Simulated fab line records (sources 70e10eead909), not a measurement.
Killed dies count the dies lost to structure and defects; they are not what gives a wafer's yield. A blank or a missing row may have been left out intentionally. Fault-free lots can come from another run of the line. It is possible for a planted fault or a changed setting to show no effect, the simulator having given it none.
Matching of chambers + flow nand-harc + NHARC_A_STAIRCASE_DESCUM_252 on rie-diel-04 has 4 sister chambers
The step chemistry O2, time 3 s. 4 wafers are shown with their chamber, then 8 later ones without.

WAFERS PAIRED WITH THEIR CHAMBERS
| wafer  | chamber | drypump-motor-current-A (A) |
|--------|---------|-----------------------------|
| L088.2 | 2       | 5.7                         |
| L088.4 | 0       | 5.7                         |
| L088.5 | 3       | 6.3                         |
| L089.3 | 1       | 5.1                         |

WAFERS WITHOUT THEIR CHAMBER
| wafer  | drypump-motor-current-A (A) |
|--------|-----------------------------|
| L089.4 | 5.7                         |
| L089.6 | 5.7                         |
| L092.1 | 5.8                         |
| L092.3 | 5.7                         |
| L092.4 | 5.1                         |
| L093.2 | 5.7                         |
| L093.4 | 6.2                         |
| L093.5 | 6.2                         |

EACH ONE'S CHAMBER
| wafer  | from the rows above     | in truth |
|--------|-------------------------|----------|
| L089.4 | can't be placed: 0 or 2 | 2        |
| L089.6 | can't be placed: 0 or 2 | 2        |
| L092.1 | can't be placed: 0 or 2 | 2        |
| L092.3 | can't be placed: 0 or 2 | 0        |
| L092.4 | 1                       | 1        |
| L093.2 | can't be placed: 0 or 2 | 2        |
| L093.4 | 3                       | 3        |
| L093.5 | 3                       | 3        |
Correctly placed: 3 of 8. Can't be placed from these rows: 5 (the true chamber is among the candidates in 5). Number placed wrongly: 0.
How it was worked out, from the rows above alone: a wafer's distance from a chamber is the root of the sum, over the readings, of the square of ((its reading less the chamber's mean) divided by the reading's scatter). The wafer belongs to the nearest chamber; if the next one is less than 2 further off, it can't be placed. Each chamber's mean is taken over the wafers shown for it. The scatter (one wafer shown for each chamber): square how far every hidden wafer sits from the nearest shown wafer, average those squares and take the square root.
